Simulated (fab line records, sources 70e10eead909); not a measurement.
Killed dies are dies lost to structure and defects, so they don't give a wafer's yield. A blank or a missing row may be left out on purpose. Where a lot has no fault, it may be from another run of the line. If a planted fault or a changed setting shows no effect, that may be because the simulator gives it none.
Chamber matching :: flow nand harc :: pecvd-01 running NHARC_A_STAIRCASE_DEP_417: 3 sister chambers
The step deposits Si3N4, target thk 60 nm. 6 wafers are shown with their chamber, then 7 later ones without.

## WAFERS, EACH WITH ITS CHAMBER
wafer: L971.2
chamber: 2
rf fwd power W (W): 449.9
heater power w (W): 789

wafer: L974.2
chamber: 0
rf fwd power W (W): 447.8
heater power w (W): 675

wafer: L974.3
chamber: 1
rf fwd power W (W): 447.3
heater power w (W): 690

wafer: L974.5
chamber: 1
rf fwd power W (W): 447.8
heater power w (W): 668

wafer: L975.1
chamber: 2
rf fwd power W (W): 449.8
heater power w (W): 705

wafer: L975.3
chamber: 0
rf fwd power W (W): 449.2
heater power w (W): 738

## WAFERS WHOSE CHAMBER IS MISSING
wafer: L975.6
rf fwd power W (W): 449.5
heater power w (W): 734

wafer: L977.1
rf fwd power W (W): 450.1
heater power w (W): 761

wafer: L977.4
rf fwd power W (W): 448.5
heater power w (W): 628

wafer: L977.5
rf fwd power W (W): 447.1
heater power w (W): 787

wafer: L983.1
rf fwd power W (W): 449.5
heater power w (W): 729

wafer: L983.3
rf fwd power W (W): 449.6
heater power w (W): 635

wafer: L983.5
rf fwd power W (W): 446.3
heater power w (W): 760

## WHICH CHAMBER EACH ONE RAN IN
wafer: L975.6
from the rows above: can't be placed: 2 or 0
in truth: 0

wafer: L977.1
from the rows above: 2
in truth: 2

wafer: L977.4
from the rows above: can't be placed: 0 or 1 or 2
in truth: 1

wafer: L977.5
from the rows above: can't be placed: 1 or 0
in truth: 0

wafer: L983.1
from the rows above: can't be placed: 2 or 0
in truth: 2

wafer: L983.3
from the rows above: can't be placed: 0 or 2 or 1
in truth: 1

wafer: L983.5
from the rows above: can't be placed: 1 or 0
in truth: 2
1 of 7 placed correctly. Unplaceable from these rows: 6, with the true chamber sitting among the candidates in 5. Placed wrongly: 0.
How it was worked out, from the rows above alone: a wafer's distance from a chamber is the root of the sum, over the readings, of the square of ((its reading less the chamber's mean) divided by the reading's scatter). The wafer belongs to the nearest chamber; if the next one is less than 2 further off, it can't be placed. The mean given for a chamber averages the wafers shown for that chamber. The scatter is the square root of a quotient: the sum, over the shown wafers, of each reading's squared deviation from its chamber's mean, divided by wafers minus chambers.
